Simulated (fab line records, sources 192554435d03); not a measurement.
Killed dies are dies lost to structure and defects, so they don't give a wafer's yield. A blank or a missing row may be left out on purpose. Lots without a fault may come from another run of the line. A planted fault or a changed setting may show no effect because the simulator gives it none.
Which tool did it? | flow n5_finfet | 20 lots, 60 wafers sampled, at 6 steps of a route of 1938

WHAT THE GAUGES READ, wafer by wafer
The record holds no reading of a measuring or inspecting step that can be judged against a usual standard deviation.

WHICH TOOL RAN EACH LOT (tool, then ch and the chambers of the sampled wafers, then the start)
lot  | N5_BEOL_M0_SAQP_SPACER1_ETCHBACK_99 | N5_BEOL_M0_SAQP_MANDREL1_REMOVE_100 | N5_BEOL_M0_SAQP_ETCH_101           | N5_BEOL_M0_CUTY_DESCUM_61          | N5_BEOL_M0_CUTY_ETCH_63            | N5_BEOL_M0_ETCH_128
L074 | rie_diel-04 ch 1,2, day 5 13:41     | rie_si-04 ch 0,3, day 5 13:46       | rie_diel-04 ch 0,1,3, day 5 13:55  | rie_diel-02 ch 1,2, day 5 18:53    | rie_diel-02 ch 1,2, day 5 18:58    | rie_diel-02 ch 0,1, day 5 20:07
L075 | rie_diel-06 ch 1,2,3, day 5 23:25   | rie_si-04 ch 0,3, day 5 23:30       | rie_diel-03 ch 1,2,3, day 5 23:39  | rie_diel-05 ch 1,2,3, day 6 03:25  | rie_diel-05 ch 1,2,3, day 6 03:30  | rie_diel-05 ch 0,1, day 6 08:10
L076 | rie_diel-03 ch 1,2,3, day 6 06:59   | rie_si-04 ch 1,2,3, day 6 07:04     | rie_diel-04 ch 2,3, day 6 07:17    | rie_diel-05 ch 0,2, day 6 11:05    | rie_diel-05 ch 0,2, day 6 11:10    | rie_diel-02 ch 0,1,2, day 6 11:43
L077 | rie_diel-04 ch 0,1,3, day 6 09:40   | rie_si-04 ch 0,1, day 6 09:45       | rie_diel-06 ch 2,3, day 6 09:54    | rie_diel-05 ch 1,2, day 6 13:49    | rie_diel-05 ch 1,2, day 6 13:54    | rie_diel-01 ch 0,2,3, day 6 16:32
L081 | rie_diel-03 ch 0,1, day 7 11:08     | rie_si-02 ch 2,3, day 7 11:13       | rie_diel-03 ch 0,1, day 7 11:22    | rie_diel-02 ch 1,2, day 7 16:58    | rie_diel-02 ch 1,2, day 7 17:03    | rie_diel-02 ch 2,3, day 7 18:20
L082 | rie_diel-06 ch 1,2,3, day 7 15:55   | rie_si-03 ch 0,3, day 7 16:01       | rie_diel-06 ch 0,2,3, day 7 16:10  | rie_diel-02 ch 2,3, day 7 21:17    | rie_diel-02 ch 2,3, day 7 21:22    | rie_diel-01 ch 0,2,3, day 7 23:59
L083 | rie_diel-06 ch 0,1,2, day 8 02:23   | rie_si-03 ch 0,1,2, day 8 02:28     | rie_diel-04 ch 0,1,2, day 8 02:37  | rie_diel-01 ch 2,3, day 8 06:37    | rie_diel-01 ch 2,3, day 8 06:42    | rie_diel-05 ch 0,1,2, day 8 07:34
L084 | rie_diel-06 ch 0,2, day 8 07:56     | rie_si-02 ch 0,1, day 8 08:01       | rie_diel-04 ch 0,1, day 8 08:10    | rie_diel-05 ch 0,1,3, day 8 13:41  | rie_diel-05 ch 0,1,3, day 8 13:46  | rie_diel-01 ch 0,2, day 8 17:38
L085 | rie_diel-04 ch 0,1,2, day 8 14:19   | rie_si-02 ch 0,1,2, day 8 14:23     | rie_diel-06 ch 0,1,3, day 8 14:32  | rie_diel-01 ch 0,2,3, day 8 18:43  | rie_diel-01 ch 0,2,3, day 8 18:48  | rie_diel-05 ch 0,1,3, day 8 20:24
L086 | rie_diel-06 ch 1,2,3, day 8 19:23   | rie_si-03 ch 0,1,2, day 8 19:29     | rie_diel-06 ch 0,1,2, day 8 19:38  | rie_diel-05 ch 0,2,3, day 8 23:32  | rie_diel-05 ch 0,2,3, day 8 23:37  | rie_diel-01 ch 2,3, day 9 01:22
L088 | rie_diel-03 ch 1,2,3, day 9 11:43   | rie_si-03 ch 0,2, day 9 11:47       | rie_diel-06 ch 1,3, day 9 11:57    | rie_diel-01 ch 1, day 9 15:35      | rie_diel-01 ch 1, day 9 15:43      | rie_diel-02 ch 0,1, day 9 17:20
L089 | rie_diel-04 ch 0,1,2, day 9 12:34   | rie_si-02 ch 0,2,3, day 9 12:39     | rie_diel-04 ch 0,1, day 9 12:52    | rie_diel-01 ch 1,2, day 9 16:55    | rie_diel-01 ch 1,2, day 9 17:02    | rie_diel-05 ch 1,2, day 9 18:38
L090 | rie_diel-03 ch 1,2,3, day 9 16:22   | rie_si-02 ch 2,3, day 9 16:26       | rie_diel-04 ch 0,1,3, day 9 16:54  | rie_diel-02 ch 1,3, day 9 21:01    | rie_diel-02 ch 1,3, day 9 21:05    | rie_diel-02 ch 0,1, day 9 23:06
L091 | rie_diel-03 ch 0,2,3, day 9 19:28   | rie_si-02 ch 1,2,3, day 9 19:33     | rie_diel-06 ch 0,1,3, day 9 19:42  | rie_diel-02 ch 0,3, day 9 23:27    | rie_diel-02 ch 0,3, day 9 23:32    | rie_diel-05 ch 1,2,3, day 10 01:30
L092 | rie_diel-03 ch 0,2,3, day 10 01:41  | rie_si-03 ch 0,2,3, day 10 01:46    | rie_diel-04 ch 1,2,3, day 10 01:55 | rie_diel-05 ch 0,1,3, day 10 05:36 | rie_diel-05 ch 0,1,3, day 10 05:41 | rie_diel-05 ch 0,1,2, day 10 08:09
L093 | rie_diel-03 ch 1,2,3, day 10 10:14  | rie_si-04 ch 0,1,3, day 10 10:19    | rie_diel-04 ch 0,1,3, day 10 10:28 | rie_diel-01 ch 0,1,3, day 10 14:44 | rie_diel-01 ch 0,1,3, day 10 14:49 | rie_diel-05 ch 0,1,2, day 10 15:59
L094 | rie_diel-06 ch 1,3, day 10 15:26    | rie_si-03 ch 1,3, day 10 15:31      | rie_diel-06 ch 0,3, day 10 15:40   | rie_diel-02 ch 1,3, day 10 19:23   | rie_diel-02 ch 1,3, day 10 19:28   | rie_diel-05 ch 0,1,3, day 11 00:14
L095 | rie_diel-04 ch 0,3, day 10 19:28    | rie_si-03 ch 1,2, day 10 19:32      | rie_diel-04 ch 1,2,3, day 10 19:41 | rie_diel-01 ch 0,3, day 10 23:22   | rie_diel-01 ch 0,3, day 10 23:26   | rie_diel-01 ch 0,1, day 11 00:21
L096 | rie_diel-04 ch 0,2,3, day 11 03:24  | rie_si-02 ch 0,2,3, day 11 03:29    | rie_diel-04 ch 0,2,3, day 11 03:56 | rie_diel-02 ch 0,1,2, day 11 08:13 | rie_diel-02 ch 0,1,2, day 11 08:19 | rie_diel-02 ch 1,2, day 11 09:05
L097 | rie_diel-06 ch 0,1,3, day 11 12:25  | rie_si-04 ch 1,2, day 11 12:31      | rie_diel-06 ch 1,3, day 11 12:41   | rie_diel-05 ch 0,2, day 11 16:59   | rie_diel-05 ch 0,2, day 11 17:04   | rie_diel-01 ch 0,1,2, day 11 19:49
- N5_BEOL_M0_SAQP_SPACER1_ETCHBACK_99: etches SiO2 in CHF3/O2, target depth 15.4 nm, time 7.7 s.
- N5_BEOL_M0_SAQP_MANDREL1_REMOVE_100: chemistry HBr/Cl2/O2, target a-Si, stops on SiNx, bt time 10 s.
- N5_BEOL_M0_SAQP_ETCH_101: etches SiNx in CH3F/O2, target depth 29.9 nm, time 42.7 s.
- N5_BEOL_M0_CUTY_DESCUM_61: chemistry O2, time 7.9 s.
- N5_BEOL_M0_CUTY_ETCH_63: etches SOC in N2/H2, target depth 82.7 nm, overetch 16.5 nm, time 124 s.
- N5_BEOL_M0_ETCH_128: etches SiCN in CF4/N2, target depth 12 nm, overetch 5.1 nm, time 21.4 s.

WHAT THE TOOLS THEMSELVES READ (means of the sampled wafers that have a number; where no wafer has one, the mark that the record gives instead)
N5_BEOL_M0_SAQP_SPACER1_ETCHBACK_99. Usual: drypump_motor_current_A 5.6 A, standard deviation 0.42; oes_product_au 0.79 a.u., standard deviation 0.086; rf_vpp_V 529 V, standard deviation 23; showerhead_plenum_p_Torr 2.40 Torr, standard deviation 0.07; throttle_valve_pct 18.93 %, standard deviation 0.21.
lot  | tool        | drypump_motor_current_A (A) | oes_product_au (a.u.) | rf_vpp_V (V) | showerhead_plenum_p_Torr (Torr) | throttle_valve_pct (%) | flag
L074 | rie_diel-04 | 5.6                         | 0.72                  | 502          | 2.33                            | 19.16                  |
L075 | rie_diel-06 | 6.0                         | 0.79                  | 538          | 2.41                            | 18.92                  |
L076 | rie_diel-03 | 5.7                         | 0.85                  | 539          | 2.47                            | 18.98                  |
L077 | rie_diel-04 | 5.5                         | 0.79                  | 508          | 2.38                            | 18.88                  |
L081 | rie_diel-03 | 5.3                         | 0.85                  | 565          | 2.52                            | 18.98                  |
L082 | rie_diel-06 | 6.0                         | 0.78                  | 537          | 2.41                            | 18.92                  |
L083 | rie_diel-06 | 5.6                         | 0.77                  | 533          | 2.36                            | 18.89                  |
L084 | rie_diel-06 | 5.5                         | 0.79                  | 518          | 2.34                            | 18.78                  |
L085 | rie_diel-04 | 5.6                         | 0.70                  | 504          | 2.35                            | 19.10                  |
L086 | rie_diel-06 | 6.0                         | 0.78                  | 537          | 2.41                            | 18.95                  |
L088 | rie_diel-03 | 5.7                         | 0.89                  | 537          | 2.46                            | 18.87                  |
L089 | rie_diel-04 | 5.6                         | 0.70                  | 505          | 2.35                            | 19.12                  |
L090 | rie_diel-03 | 5.7                         | 0.88                  | 538          | 2.46                            | 18.87                  |
L091 | rie_diel-03 | 5.6                         | 0.83                  | 536          | 2.41                            | 18.93                  |
L092 | rie_diel-03 | 5.6                         | 0.83                  | 538          | 2.41                            | 18.91                  |
L093 | rie_diel-03 | 5.7                         | 0.88                  | 537          | 2.46                            | 18.88                  |
L094 | rie_diel-06 | 5.9                         | 0.78                  | 553          | 2.40                            | 18.96                  |
L095 | rie_diel-04 | 5.7                         | 0.75                  | 506          | 2.37                            | 18.99                  |
L096 | rie_diel-04 | 5.6                         | 0.74                  | 505          | 2.34                            | 19.09                  |
L097 | rie_diel-06 | 5.7                         | 0.78                  | 538          | 2.38                            | 18.85                  |

N5_BEOL_M0_SAQP_MANDREL1_REMOVE_100. Usual: drypump_motor_current_A 5.9 A, standard deviation 0.49; mfc_cl2_sccm 80.01 sccm, standard deviation 0.24; oes_product_au 0.994 a.u., standard deviation 0.016; throttle_valve_pct 36.9 %, standard deviation 0.58.
lot  | tool      | drypump_motor_current_A (A) | mfc_cl2_sccm (sccm) | oes_product_au (a.u.) | throttle_valve_pct (%) | flag
L074 | rie_si-04 | 6.0                         | 79.98               | 0.996                 | 36.5                   |
L075 | rie_si-04 | 5.8                         | 79.97               | 0.990                 | 36.3                   |
L076 | rie_si-04 | 5.7                         | 80.07               | 0.986                 | 37.1                   |
L077 | rie_si-04 | 6.2                         | 80.29               | 0.985                 | 37.0                   |
L081 | rie_si-02 | 6.2                         | 80.15               | 0.972                 | 36.8                   |
L082 | rie_si-03 | 5.9                         | 79.80               | 0.997                 | 36.6                   |
L083 | rie_si-03 | 6.1                         | 79.94               | 1.001                 | 36.9                   |
L084 | rie_si-02 | 5.4                         | 80.12               | 1.020                 | 37.0                   |
L085 | rie_si-02 | 5.6                         | 79.98               | 1.004                 | 36.8                   |
L086 | rie_si-03 | 6.1                         | 79.96               | 0.996                 | 36.9                   |
L088 | rie_si-03 | 6.2                         | 80.30               | 1.009                 | 37.5                   |
L089 | rie_si-02 | 6.0                         | 80.14               | 0.996                 | 36.8                   |
L090 | rie_si-02 | 6.2                         | 80.09               | 0.987                 | 36.7                   |
L091 | rie_si-02 | 6.0                         | 79.94               | 0.996                 | 37.0                   |
L092 | rie_si-03 | 5.9                         | 79.93               | 0.998                 | 36.9                   |
L093 | rie_si-04 | 6.0                         | 80.11               | 0.981                 | 36.7                   |
L094 | rie_si-03 | 5.3                         | 79.96               | 0.983                 | 36.1                   |
L095 | rie_si-03 | 6.1                         | 80.20               | 0.995                 | 37.3                   |
L096 | rie_si-02 | 6.0                         | 79.95               | 0.989                 | 36.8                   |
L097 | rie_si-04 | 5.9                         | 79.93               | 0.999                 | 37.4                   |

N5_BEOL_M0_SAQP_ETCH_101. Usual: drypump_motor_current_A 5.6 A, standard deviation 0.4; oes_product_au 0.77 a.u., standard deviation 0.082; rf_vpp_V 297 V, standard deviation 12; showerhead_plenum_p_Torr 1.98 Torr, standard deviation 0.052; throttle_valve_pct 16.43 %, standard deviation 0.2.
lot  | tool        | drypump_motor_current_A (A) | oes_product_au (a.u.) | rf_vpp_V (V) | showerhead_plenum_p_Torr (Torr) | throttle_valve_pct (%) | flag
L074 | rie_diel-04 | 5.5                         | 0.79                  | 289          | 1.98                            | 16.38                  |
L075 | rie_diel-03 | 5.7                         | 0.86                  | 305          | 2.06                            | 16.43                  |
L076 | rie_diel-04 | 5.3                         | 0.83                  | 288          | 1.94                            | 16.42                  |
L077 | rie_diel-06 | 6.1                         | 0.78                  | 296          | 2.00                            | 16.41                  |
L081 | rie_diel-03 | 5.2                         | 0.79                  | 319          | 2.05                            | 16.47                  |
L082 | rie_diel-06 | 5.8                         | 0.80                  | 296          | 1.99                            | 16.30                  |
L083 | rie_diel-04 | 5.6                         | 0.71                  | 286          | 1.96                            | 16.61                  |
L084 | rie_diel-04 | 5.5                         | 0.71                  | 289          | 1.98                            | 16.46                  |
L085 | rie_diel-06 | 5.7                         | 0.82                  | 306          | 1.98                            | 16.29                  |
L086 | rie_diel-06 | 5.7                         | 0.76                  | 303          | 1.96                            | 16.39                  |
L088 | rie_diel-06 | 6.0                         | 0.83                  | 309          | 2.02                            | 16.35                  |
L089 | rie_diel-04 | 5.7                         | 0.71                  | 288          | 1.98                            | 16.55                  |
L090 | rie_diel-04 | 5.5                         | 0.75                  | 289          | 1.97                            | 16.43                  |
L091 | rie_diel-06 | 5.7                         | 0.80                  | 305          | 1.98                            | 16.31                  |
L092 | rie_diel-04 | 5.4                         | 0.74                  | 287          | 1.94                            | 16.51                  |
L093 | rie_diel-04 | 5.4                         | 0.75                  | 288          | 1.97                            | 16.44                  |
L094 | rie_diel-06 | 5.5                         | 0.81                  | 299          | 1.97                            | 16.21                  |
L095 | rie_diel-04 | 5.3                         | 0.74                  | 287          | 1.94                            | 16.51                  |
L096 | rie_diel-04 | 5.6                         | 0.75                  | 286          | 1.94                            | 16.59                  |
L097 | rie_diel-06 | 6.0                         | 0.80                  | 308          | 2.02                            | 16.39                  |

N5_BEOL_M0_CUTY_DESCUM_61. Usual: drypump_motor_current_A 5.8 A, standard deviation 0.46; oes_product_au 0.76 a.u., standard deviation 0.078; rf_vpp_V 243.0 V, standard deviation 1.3; showerhead_plenum_p_Torr 2.10 Torr, standard deviation 0.073; throttle_valve_pct 20.6 %, standard deviation 0.31.
lot  | tool        | drypump_motor_current_A (A) | oes_product_au (a.u.) | rf_vpp_V (V) | showerhead_plenum_p_Torr (Torr) | throttle_valve_pct (%) | flag
L074 | rie_diel-02 | 5.8                         | 0.80                  | 243.2        | 2.09                            | 20.4                   |
L075 | rie_diel-05 | 5.4                         | 0.71                  | 243.5        | 2.14                            | 20.6                   |
L076 | rie_diel-05 | 6.2                         | 0.75                  | 242.8        | 2.04                            | 20.5                   |
L077 | rie_diel-05 | 5.5                         | 0.71                  | 243.0        | 2.11                            | 20.6                   |
L081 | rie_diel-02 | 5.8                         | 0.78                  | 243.1        | 2.04                            | 20.4                   |
L082 | rie_diel-02 | 5.8                         | 0.84                  | 242.6        | 2.10                            | 20.5                   |
L083 | rie_diel-01 | 5.8                         | 0.76                  | 242.8        | 2.12                            | 20.6                   |
L084 | rie_diel-05 | 5.6                         | 0.70                  | 243.7        | 2.11                            | 20.6                   |
L085 | rie_diel-01 | 5.9                         | 0.72                  | 242.5        | 2.08                            | 20.8                   |
L086 | rie_diel-05 | 5.9                         | 0.71                  | 242.7        | 2.08                            | 20.4                   |
L088 | rie_diel-01 | 6.5                         | 0.92                  | 243.6        | 2.17                            | 19.9                   |
L089 | rie_diel-01 | 6.3                         | 0.86                  | 244.1        | 2.18                            | 20.3                   |
L090 | rie_diel-02 | 5.9                         | 0.83                  | 242.8        | 2.04                            | 20.5                   |
L091 | rie_diel-02 | 5.5                         | 0.79                  | 242.9        | 2.07                            | 20.8                   |
L092 | rie_diel-05 | 5.6                         | 0.69                  | 243.2        | 2.11                            | 20.6                   |
L093 | rie_diel-01 | 6.2                         | 0.87                  | 243.8        | 2.16                            | 20.4                   |
L094 | rie_diel-02 | 5.9                         | 0.82                  | 242.0        | 2.03                            | 20.5                   |
L095 | rie_diel-01 | 6.1                         | 0.89                  | 244.1        | 2.18                            | 20.6                   |
L096 | rie_diel-02 | 5.6                         | 0.75                  | 241.8        | 2.06                            | 20.6                   |
L097 | rie_diel-05 | 6.1                         | 0.70                  | 242.2        | 2.05                            | 20.5                   |

N5_BEOL_M0_CUTY_ETCH_63. Usual: drypump_motor_current_A 5.8 A, standard deviation 0.46; oes_product_au 0.63 a.u., standard deviation 0.061; rf_vpp_V 523.9 V, standard deviation 2.4; showerhead_plenum_p_Torr 2.55 Torr, standard deviation 0.078; throttle_valve_pct 17.98 %, standard deviation 0.28.
lot  | tool        | drypump_motor_current_A (A) | oes_product_au (a.u.) | rf_vpp_V (V) | showerhead_plenum_p_Torr (Torr) | throttle_valve_pct (%) | flag
L074 | rie_diel-02 | 5.7                         | 0.66                  | 524.1        | 2.55                            | 17.92                  |
L075 | rie_diel-05 | 5.4                         | 0.59                  | 525.4        | 2.58                            | 17.85                  |
L076 | rie_diel-05 | 6.2                         | 0.62                  | 522.2        | 2.47                            | 17.79                  |
L077 | rie_diel-05 | 5.5                         | 0.59                  | 525.1        | 2.54                            | 17.80                  |
L081 | rie_diel-02 | 5.8                         | 0.63                  | 521.8        | 2.51                            | 18.01                  |
L082 | rie_diel-02 | 5.8                         | 0.69                  | 523.5        | 2.56                            | 17.90                  |
L083 | rie_diel-01 | 5.7                         | 0.62                  | 524.7        | 2.57                            | 18.00                  |
L084 | rie_diel-05 | 5.6                         | 0.59                  | 523.2        | 2.56                            | 18.01                  |
L085 | rie_diel-01 | 5.9                         | 0.60                  | 523.5        | 2.53                            | 18.13                  |
L086 | rie_diel-05 | 6.0                         | 0.59                  | 524.1        | 2.52                            | 17.76                  |
L088 | rie_diel-01 | 6.6                         | 0.76                  | 525.5        | 2.63                            | 17.37                  |
L089 | rie_diel-01 | 6.3                         | 0.71                  | 526.0        | 2.63                            | 17.67                  |
L090 | rie_diel-02 | 5.9                         | 0.68                  | 521.9        | 2.49                            | 18.01                  |
L091 | rie_diel-02 | 5.5                         | 0.63                  | 523.1        | 2.52                            | 18.24                  |
L092 | rie_diel-05 | 5.6                         | 0.58                  | 524.8        | 2.56                            | 18.03                  |
L093 | rie_diel-01 | 6.2                         | 0.71                  | 525.4        | 2.63                            | 17.74                  |
L094 | rie_diel-02 | 5.9                         | 0.67                  | 521.6        | 2.48                            | 18.02                  |
L095 | rie_diel-01 | 6.1                         | 0.73                  | 525.8        | 2.66                            | 17.90                  |
L096 | rie_diel-02 | 5.7                         | 0.61                  | 523.0        | 2.52                            | 18.15                  |
L097 | rie_diel-05 | 6.0                         | 0.58                  | 522.7        | 2.47                            | 17.74                  |

N5_BEOL_M0_ETCH_128. Usual: drypump_motor_current_A 5.7 A, standard deviation 0.47; oes_product_au 0.52 a.u., standard deviation 0.05; rf_vpp_V 382.3 V, standard deviation 1.9; showerhead_plenum_p_Torr 2.21 Torr, standard deviation 0.064; throttle_valve_pct 15.58 %, standard deviation 0.21.
lot  | tool        | drypump_motor_current_A (A) | oes_product_au (a.u.) | rf_vpp_V (V) | showerhead_plenum_p_Torr (Torr) | throttle_valve_pct (%) | flag
L074 | rie_diel-02 | 5.7                         | 0.55                  | 380.9        | 2.15                            | 15.47                  |
L075 | rie_diel-05 | 5.3                         | 0.48                  | 383.5        | 2.24                            | 15.73                  |
L076 | rie_diel-02 | 5.7                         | 0.51                  | 382.0        | 2.19                            | 15.54                  |
L077 | rie_diel-01 | 5.9                         | 0.50                  | 382.7        | 2.20                            | 15.69                  |
L081 | rie_diel-02 | 5.8                         | 0.61                  | 381.2        | 2.20                            | 15.45                  |
L082 | rie_diel-01 | 5.9                         | 0.51                  | 382.6        | 2.19                            | 15.70                  |
L083 | rie_diel-05 | 5.7                         | 0.50                  | 382.1        | 2.20                            | 15.65                  |
L084 | rie_diel-01 | 6.0                         | 0.50                  | 381.9        | 2.16                            | 15.88                  |
L085 | rie_diel-05 | 5.6                         | 0.49                  | 382.9        | 2.23                            | 15.66                  |
L086 | rie_diel-01 | 5.7                         | 0.52                  | 383.1        | 2.25                            | 15.70                  |
L088 | rie_diel-02 | 5.5                         | 0.50                  | 381.2        | 2.16                            | 15.67                  |
L089 | rie_diel-05 | 5.5                         | 0.48                  | 381.3        | 2.20                            | 15.62                  |
L090 | rie_diel-02 | 5.7                         | 0.50                  | 380.8        | 2.14                            | 15.54                  |
L091 | rie_diel-05 | 5.4                         | 0.47                  | 382.7        | 2.24                            | 15.64                  |
L092 | rie_diel-05 | 5.7                         | 0.49                  | 381.2        | 2.19                            | 15.67                  |
L093 | rie_diel-05 | 5.6                         | 0.48                  | 381.8        | 2.19                            | 15.69                  |
L094 | rie_diel-05 | 5.6                         | 0.49                  | 383.0        | 2.23                            | 15.69                  |
L095 | rie_diel-01 | 6.4                         | 0.62                  | 384.2        | 2.29                            | 15.07                  |
L096 | rie_diel-02 | 5.7                         | 0.53                  | 382.5        | 2.20                            | 15.53                  |
L097 | rie_diel-01 | 6.2                         | 0.58                  | 385.3        | 2.29                            | 15.40                  |

THE ANSWER, worked out from the rows above alone
Rule: a lot is off if the mean of its wafers that have a number lies more than 3 standard deviations from the usual mean. A lot without any number at a reading at which 4 lots or more have one is off too. The other lots that the step has rows for count as sound. The gauges are gone through in route order, then the tools' own readings, and for those a lot's mean is taken as printed above. The first step at which some lot is off is used, and at that step the reading that is off furthest; a lot without a number counts as furthest.
No lot is off at any reading shown: from this, nothing can be told.

WHAT THE SIMULATOR HAD PUT IN
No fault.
